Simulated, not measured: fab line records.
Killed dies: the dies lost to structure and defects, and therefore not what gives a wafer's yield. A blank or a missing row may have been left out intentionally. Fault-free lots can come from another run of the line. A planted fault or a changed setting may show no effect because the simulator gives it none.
Split-lot trial / flow n5_finfet / 21 wafers read across 7 lots, on a route 1938 steps long

## THE SPLIT ITSELF
At N5_BEOL_M8_EXPOSE_08 (exposes mask M8), the setting dose_mj was moved away from the recipe's 68.25 on 8 of the 21 wafers read, by -7.2% to +7.3%. The other wafers ran this setting at the recipe's value.

## FROM THE SPLIT TO THE READING: what the file shows between them, 19 steps
- N5_BEOL_M8_PEB_09: peb time 60 s
- N5_BEOL_M8_DEVELOP_10: develop time 30 s
- N5_BEOL_M8_CD_MEAS_11: target cd 38.5 nm
- N5_BEOL_M8_DESCUM_16: chemistry O2, time 7.9 s
- N5_BEOL_M8_ETCH_61: etches SiARC in CF4, target depth 45.5 nm, time 75.8 s
- N5_BEOL_M8_ETCH_62: etches SOC in N2/H2, target depth 110 nm, overetch 22 nm, time 165 s
- N5_BEOL_M8_STRIP_68: strips in N2/H2
- N5_BEOL_M8_STRIP_67: strips in CF4
- N5_BEOL_M8_HM_OPEN_17: chemistry Cl2/BCl3, target TiN, target depth 20 nm, overetch 6 nm
- N5_BEOL_M8_STRIP_19: strips in O2
- N5_BEOL_M8_CD_MEAS_18: pitch 80 nm, target cd 40 nm
- N5_BEOL_M8_DESCUM_33: chemistry O2, time 7 s (also split here: time_s)
- N5_BEOL_M8_ETCH_72: etches underlayer in N2/H2, target depth 6.5 nm, time 5.2 s
- N5_BEOL_M8_ETCH_65: etches SiARC in CF4, target depth 15.6 nm, time 26 s
- N5_BEOL_M8_ETCH_66: etches SOC in N2/H2, target depth 80 nm, overetch 16 nm, time 120 s (also split here: source_w)
- N5_BEOL_M8_STRIP_69: strips in N2/H2
- N5_BEOL_M8_STRIP_73: strips in N2/H2
- N5_BEOL_M8_PRECLEAN_42: cleans in residue remover, time 60 s
- N5_BEOL_M8_SRD_43: time 30 s

## THE READING
cd_nm at N5_BEOL_M8_CD_MEAS_35, given in nm (cd target 40 nm). A value of 40.0 nm with a standard deviation of 0.64 nm is what fault-free wafers of this fab line usually give.

wafer=L074.1; tool, chamber at the split=arfi_scanner-03, 0; dose_mj as run=63.33; against the recipe=-7.2%; cd_nm, nm=36.6; against lot-mates on the recipe=-2.9
wafer=L074.3; tool, chamber at the split=arfi_scanner-03, 0; dose_mj as run=68.25; against the recipe=recipe; cd_nm, nm=39.5; against lot-mates on the recipe=-
wafer=L074.4; tool, chamber at the split=arfi_scanner-03, 0; dose_mj as run=63.33; against the recipe=-7.2%; cd_nm, nm=36.4; against lot-mates on the recipe=-3.1
wafer=L081.4; tool, chamber at the split=arfi_scanner-02, 0; dose_mj as run=68.25; against the recipe=recipe; cd_nm, nm=39.2; against lot-mates on the recipe=-
wafer=L081.5; tool, chamber at the split=arfi_scanner-02, 0; dose_mj as run=69.56; against the recipe=+1.9%; cd_nm, nm=40.0; against lot-mates on the recipe=+0.8
wafer=L081.6; tool, chamber at the split=arfi_scanner-02, 0; dose_mj as run=69.56; against the recipe=+1.9%; cd_nm, nm=40.8; against lot-mates on the recipe=+1.6
wafer=L084.1; tool, chamber at the split=arfi_scanner-01, 0; dose_mj as run=68.25; against the recipe=recipe; cd_nm, nm=39.6; against lot-mates on the recipe=-
wafer=L084.2; tool, chamber at the split=arfi_scanner-01, 0; dose_mj as run=68.25; against the recipe=recipe; cd_nm, nm=39.5; against lot-mates on the recipe=-
wafer=L084.6; tool, chamber at the split=arfi_scanner-01, 0; dose_mj as run=68.25; against the recipe=recipe; cd_nm, nm=39.3; against lot-mates on the recipe=-
wafer=L086.3; tool, chamber at the split=arfi_scanner-02, 0; dose_mj as run=68.25; against the recipe=recipe; cd_nm, nm=39.7; against lot-mates on the recipe=-
wafer=L086.4; tool, chamber at the split=arfi_scanner-02, 0; dose_mj as run=68.25; against the recipe=recipe; cd_nm, nm=40.1; against lot-mates on the recipe=-
wafer=L086.5; tool, chamber at the split=arfi_scanner-02, 0; dose_mj as run=72.53; against the recipe=+6.3%; cd_nm, nm=42.6; against lot-mates on the recipe=+2.7
wafer=L089.2; tool, chamber at the split=arfi_scanner-01, 0; dose_mj as run=73.21; against the recipe=+7.3%; cd_nm, nm=43.9; against lot-mates on the recipe=+4.6
wafer=L089.3; tool, chamber at the split=arfi_scanner-01, 0; dose_mj as run=68.25; against the recipe=recipe; cd_nm, nm=39.3; against lot-mates on the recipe=-
wafer=L089.6; tool, chamber at the split=arfi_scanner-01, 0; dose_mj as run=73.21; against the recipe=+7.3%; cd_nm, nm=43.8; against lot-mates on the recipe=+4.5
wafer=L090.2; tool, chamber at the split=arfi_scanner-02, 0; dose_mj as run=68.25; against the recipe=recipe; cd_nm, nm=39.8; against lot-mates on the recipe=-
wafer=L090.3; tool, chamber at the split=arfi_scanner-02, 0; dose_mj as run=68.25; against the recipe=recipe; cd_nm, nm=39.9; against lot-mates on the recipe=-
wafer=L090.5; tool, chamber at the split=arfi_scanner-02, 0; dose_mj as run=68.25; against the recipe=recipe; cd_nm, nm=41.2; against lot-mates on the recipe=-
wafer=L091.3; tool, chamber at the split=arfi_scanner-03, 0; dose_mj as run=68.25; against the recipe=recipe; cd_nm, nm=39.4; against lot-mates on the recipe=-
wafer=L091.4; tool, chamber at the split=arfi_scanner-03, 0; dose_mj as run=68.25; against the recipe=recipe; cd_nm, nm=39.7; against lot-mates on the recipe=-
wafer=L091.6; tool, chamber at the split=arfi_scanner-03, 0; dose_mj as run=71.71; against the recipe=+5.1%; cd_nm, nm=41.5; against lot-mates on the recipe=+2.0

FIT RESULTS
A straight line over all 21 wafers: cd_nm changes by +0.482 nm for each +1% of dose_mj; r = +0.96; the points scatter about the line by 0.52 nm.
The same after taking each lot's own level away (the mean of its wafers on the recipe; 21 wafers): +0.493 nm for each +1%; r = +0.97; scatter 0.49 nm.
The reading moves by 3.6 nm for the largest change in dose_mj, on that fit.
From 39.20 to 40.30 nm: that is the span of the lots' own levels, equal to 1.7 times the standard deviation above.
The two slopes are in agreement: the lot-to-lot level therefore moves the slope only a little.
Check: with one of the wafers moved furthest among these (+7.3%) left out of the fit, the line predicts +3.47 nm for it against its lot-mates. Against them it came out at +4.6 nm.

## FURTHER SPLITS ON THESE WAFERS
Other splits were also applied to these wafers ahead of the reading. Each is held against what the fit with the lots' levels taken away leaves over:
other split on the same wafers=N5_BEOL_M8_ILD_DEP_00 time_s; wafers away from the commonest value=8; r with cd_nm (lot level and that fit taken away)=-0.13
other split on the same wafers=N5_BEOL_M8_DESCUM_33 time_s; wafers away from the commonest value=10; r with cd_nm (lot level and that fit taken away)=+0.02
other split on the same wafers=N5_BEOL_M8_ETCH_66 source_w; wafers away from the commonest value=9; r with cd_nm (lot level and that fit taken away)=+0.06

## THE WHOLE CHAIN: every reading that the file lists as answering this split, in the file's order
step=N5_BEOL_M8_CD_MEAS_11; what it does=target cd 38.5 nm; reading=cd_nm; change (the file's fit)=+0.471 nm for each +1% of the setting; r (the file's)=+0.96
step=N5_BEOL_M8_ETCH_61; what it does=etches SiARC in CF4, target depth 45.5 nm, time 75.8 s; reading=BEOL_M8.cd_offset_nm (the simulator's own value, which no gauge read); change (the file's fit)=+0.446 nm for each +1% of the setting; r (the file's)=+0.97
step=N5_BEOL_M8_ETCH_62; what it does=etches SOC in N2/H2, target depth 110 nm, overetch 22 nm, time 165 s; reading=BEOL_M8.cd_offset_nm (the simulator's own value, which no gauge read); change (the file's fit)=+0.46 nm for each +1% of the setting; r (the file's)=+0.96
step=N5_BEOL_M8_HM_OPEN_17; what it does=chemistry Cl2/BCl3, target TiN, target depth 20 nm, overetch 6 nm; reading=BEOL_M8.cd_offset_nm (the simulator's own value, which no gauge read); change (the file's fit)=+0.475 nm for each +1% of the setting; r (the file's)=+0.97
step=N5_BEOL_M8_CD_MEAS_18; what it does=pitch 80 nm, target cd 40 nm; reading=cd_nm; change (the file's fit)=+0.459 nm for each +1% of the setting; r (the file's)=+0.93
step=N5_BEOL_M8_CD_MEAS_35; what it does=target cd 40 nm; reading=cd_nm; change (the file's fit)=+0.48 nm for each +1% of the setting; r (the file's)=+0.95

## THE FILE'S OWN FIT
cd_nm changes by +0.48 nm for each +1% of dose_mj, r = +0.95.
